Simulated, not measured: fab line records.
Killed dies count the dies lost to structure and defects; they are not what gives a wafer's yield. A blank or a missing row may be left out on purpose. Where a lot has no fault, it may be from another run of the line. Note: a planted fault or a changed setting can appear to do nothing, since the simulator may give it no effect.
Struck lot and sound lot, side by side || flow n5 finfet || 15 steps out of a route of 1938
Sound: wafers L511.2, L511.5, L511.6. The struck wafers were L510.1, L510.4, L510.6. Last of all comes the cause.
Each step with rows lists, per side, the tool, then ch with its chambers, then its first start. Under that, the readings that differ: sound wafers || struck wafers || difference of the means || sigmas: that difference in standard deviations of wafers without a fault.
alike: readings with means less than 2 such deviations apart, plus words and numbers identical on both sides. not compared: withheld readings, readings lacking a value on some wafer, bounds such as >300 that could conceal the same value, and numbers that have no deviation in the record and whose values overlap.
A row with sigmas, a row that says differs or no value, or rows on one side alone: a step with any of these is where the two part. When numbers do not overlap yet have no deviation, they are printed without sigmas and do not part them. A reading that every wafer of one side lacks parts them only if that side has two wafers or more.

first, 4 steps without rows for these wafers: N5_BEOL_M5_HM_STRIP_39 (strips TiN in peroxide tin strip, target depth 25 nm, time 158 s); N5_BEOL_M5_SRD_40 (time 30 s); N5_BEOL_M5_PRECLEAN_42 (cleans in residue remover, time 60 s); N5_BEOL_M5_SRD_43 (time 30 s).
N5_BEOL_M5_CD_MEAS_35: target cd 28 nm, target cd y 24 nm.
  struck on cd sem-02, day 13 00:17; sound on cd sem-01, day 13 14:29
  alike: cd nm
then, 1 step without rows for these wafers: N5_BEOL_M5_CURE_80 (cures SiCOH lowk, time 120 s).
N5_BEOL_M5_DEGAS_44: time 60 s.
  struck on pvd sputter-01, day 13 01:14; sound on pvd sputter-03, day 13 15:07
  alike: heater power w
then, 1 step without rows for these wafers: N5_BEOL_M5_PRE_CLEAN_45 (time 30 s).
N5_BEOL_M5_ALD_86: deposits TaN, pulse time 2 s, purge time 3 s, co reactant purge time 2 s.
  sound on ald metal-04 ch 0,1,3, day 13 15:13; struck on ald metal-01 ch 1,2,3, day 13 01:23
  alike: heater power w
N5_BEOL_M5_SURFACE_TREAT_87:
  struck on pvd sputter-01, day 13 01:40; sound on pvd sputter-02, day 13 15:34
  not compared: throttle valve pct
then, 1 step without rows for these wafers: N5_BEOL_M5_CVD_47 (deposits Co from CCTBA/H2, target thk 3 nm, time 216 s).
N5_BEOL_M5_SPUTTER_48: material Cu, target thk 15 nm, time 27.62 s.
  struck on pvd sputter-02, day 13 01:56; sound on pvd sputter-01, day 13 15:48
{"reading": "throttle valve pct (%)", "sound": "33.1 31.6 32.8", "struck": "28.5 30.0 28.1", "difference": -3.6, "sigmas": -3}
  alike: chamber pressure pa
N5_BEOL_M5_ANNEAL_49: time 1800 s.
  struck on pvd sputter-02, day 13 02:01; sound on pvd sputter-01, day 13 15:53
  no value came back on the struck wafers for heater power w (W), susceptor temp C (C); on the sound wafers heater power w (W) reads 822 686 811
N5_BEOL_M5_SPUTTER_81: material Cu, target thk 15 nm, time 27.62 s.
  struck on pvd sputter-02, day 13 03:01; sound on pvd sputter-01, day 13 16:53
{"reading": "throttle valve pct (%)", "sound": "33.3 31.5 33.1", "struck": "28.7 30.0 28.3", "difference": -3.6, "sigmas": -3}
  alike: chamber pressure pa
-- a jump in the record: the struck wafers' starts before and after are 4 days apart (it breaks off in module BEOL_M5 and resumes in module PASSIVATION, where the first step shown is number 1936 of the route) --
N5_PASSIVATION_PROBE_49:
  struck on prober-01, day 17 08:02; sound on prober-02, day 17 18:23
  alike: defect limited yield, killed_at_M0_to_M3, killed_at_M4_up, killed at contacts, killed at front end, killed at other, killed dies, killed open, killed short, sort_bin_5_function, sort_bin_6_memory, sort n pass, sort yield pct

WHERE THEY PART
At N5_BEOL_M5_SPUTTER_48 first; at N5_BEOL_M5_SPUTTER_81 last (within this record only). Later steps at which nothing parts them and some readings are alike: N5_PASSIVATION_PROBE_49.

WHY: what the simulator had put in
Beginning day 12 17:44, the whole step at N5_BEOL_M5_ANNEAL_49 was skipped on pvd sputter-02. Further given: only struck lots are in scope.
